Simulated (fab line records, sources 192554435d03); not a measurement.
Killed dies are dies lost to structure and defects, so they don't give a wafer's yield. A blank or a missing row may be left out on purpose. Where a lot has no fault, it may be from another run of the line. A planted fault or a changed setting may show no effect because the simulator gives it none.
A lot that was struck, set against a sound lot ; flow n5-finfet ; 38 steps out of a route of 1938
Sound: the wafers L787.4, L787.5, L787.6. The struck wafers were L792.2, L792.4, L792.5. The cause is given at the end.
Per side, at each step with rows, come the tool, then ch with its chambers, and then its first start. Under that, the readings that differ: sound wafers ; struck wafers ; difference of the means ; sigmas: that difference in standard deviations of wafers without a fault.
alike: readings whose means differ by less than 2 such deviations, and words and numbers that are the same on both sides. not compared: withheld readings, readings that some wafer has no value for, bounds like >300 that may hide the same value, and numbers for which the record gives no deviation and whose values overlap.
Wherever a step has rows on one side only, a row that says differs or no value, or a row with sigmas, the two part there. Numbers that don't overlap but have no deviation are shown without sigmas and don't part them. Lack of a reading on every wafer of one side parts them only where that side has two or more wafers.

first, 8 steps without rows for these wafers: N5_BEOL_M3_ECD_50 (material Cu, target thk 300 nm); N5_BEOL_M3_ANNEAL_51 (time 90 s); N5_BEOL_M3_CMP_52 (polishes, stops on SiOC, t overpolish 6.8 s, target thk 40 nm); N5_BEOL_M3_PRE_CLEAN_60 (time 15 s); N5_BEOL_M3_CO_CAP_55 (material Co, precursor CCTBA/H2, target thk 2 nm, time 102.1 s); N5_BEOL_M3_PRE_CLEAN_56 (time 15 s); N5_BEOL_M3_DEP_57 (deposits SiCN from 3MS/NH3, target thk 8 nm, time 14 s); N5_BEOL_M4_ILD_DEP_00 (deposits SiOC from DEMS/O2, target thk 79 nm, time 15.3 s).
N5_BEOL_M4_PECVD_72: deposits SiO2 from TEOS/O2, target thk 16 nm, time 18 s.
  sound on pecvd-02 ch 0,2, day 10 12:48; struck on pecvd-01 ch 2, day 11 18:38
reading;sound;struck;difference;sigmas
model.SiO2_of_BEOL_M4_PECVD_72.thk-nm (nm);16.4 16.6 16.4;19 19 19;+3;
  alike: heater-power-w, showerhead-plenum-p-Torr, throttle-valve-pct
then, 25 steps without rows for these wafers: N5_BEOL_M4_HM_DEP_02 (deposits TiN, target thk 20 nm); N5_BEOL_M4_COAT_61 (time 60 s, resist thk 60 nm); N5_BEOL_M4_COAT_62 (time 60 s, resist thk 12 nm); N5_BEOL_M4_COAT_73 (time 60 s, resist thk 5 nm); N5_BEOL_M4_COAT_05 (resist thk 30 nm); N5_BEOL_M4_EBR_07; N5_BEOL_M4_SOFTBAKE_06 (time 60 s); N5_BEOL_M4_EXPOSE_08 (exposes mask M4); N5_BEOL_M4_PEB_09 (peb time 60 s); N5_BEOL_M4_DEVELOP_10 (develop time 30 s); N5_BEOL_M4_DESCUM_16 (chemistry O2, time 7 s); N5_BEOL_M4_ETCH_74 (etches underlayer in N2/H2, target depth 6.5 nm, time 5.2 s); N5_BEOL_M4_ETCH_63 (etches SiARC in CF4, target depth 15.6 nm, time 26 s); N5_BEOL_M4_ETCH_64 (etches SOC in N2/H2, target depth 75 nm, overetch 22.5 nm, time 121.9 s); N5_BEOL_M4_STRIP_65 (strips in N2/H2); N5_BEOL_M4_STRIP_75 (strips in N2/H2); N5_BEOL_M4_STRIP_66 (strips in CF4); N5_BEOL_M4_HM_OPEN_17 (chemistry Cl2/BCl3, target TiN, target depth 20 nm, overetch 6 nm); N5_BEOL_M4_STRIP_19 (strips in O2); N5_BEOL_M4_COAT_67 (time 60 s, resist thk 60 nm); N5_BEOL_M4_COAT_68 (time 60 s, resist thk 12 nm); N5_BEOL_M4_COAT_76 (time 60 s, resist thk 5 nm); N5_BEOL_M4_COAT_22 (resist thk 30 nm); N5_BEOL_M4_EBR_24; N5_BEOL_M4_SOFTBAKE_23 (time 60 s).
N5_BEOL_M4_HM_STRIP_39: strips TiN in peroxide tin strip, target depth 25 nm, time 158 s.
  sound on wet-bench-04 ch 0,6,7, day 10 20:25; struck on wet-bench-04 ch 3,6,7, day 12 08:15
reading;sound;struck;difference;sigmas
model.SiO2_of_BEOL_M4_PECVD_72.thk-nm (nm);16.4 16.4 16.2;18.8 18.8 18.8;+2.5;
  alike: temp-c
N5_BEOL_M4_CMP_52: polishes, stops on SiOC, t overpolish 6.8 s, target thk 40 nm.
  sound on cmp-03 ch 1,2,3, day 11 00:37; struck on cmp-03 ch 0,1, day 12 11:42
reading;sound;struck;difference;sigmas
barrier-field-endpoint-s (s);25.3 24.4 24.7;29.0 28.9 29.0;+4.2;+7
  alike: clearing-platen-rpm, motor-current-A
N5_BEOL_M4_RC_MEAS_101:
  sound on prober-02 ch 0, day 11 01:34; struck on prober-02 ch 0, day 12 12:35
reading;sound;struck;difference;sigmas
DIBL_N (mV/V);32.5 31.9 34.4;38.2 37.3 36.0;+4.2;+3
DIBL_P (mV/V);33.7 32.3 33.9;38.7 36.7 36.0;+3.8;+2
  alike: IOFF_N, IOFF_P, ION_N, ION_P, SS_N, SS_P, VT_N, VT_P
-- a jump in the record: the struck wafers' starts before and after are 5 days apart (it breaks off in module BEOL_M4 and resumes in module PASSIVATION, where the first step shown is number 1936 of the route) --
N5_PASSIVATION_PROBE_49:
  the record has rows for the struck wafers here (prober-02, day 17 07:07) and none for the sound ones

== WHERE THEY PART ==
First at N5_BEOL_M4_CMP_52; last, within this record, at N5_PASSIVATION_PROBE_49.

WHY: whatever the simulator had introduced
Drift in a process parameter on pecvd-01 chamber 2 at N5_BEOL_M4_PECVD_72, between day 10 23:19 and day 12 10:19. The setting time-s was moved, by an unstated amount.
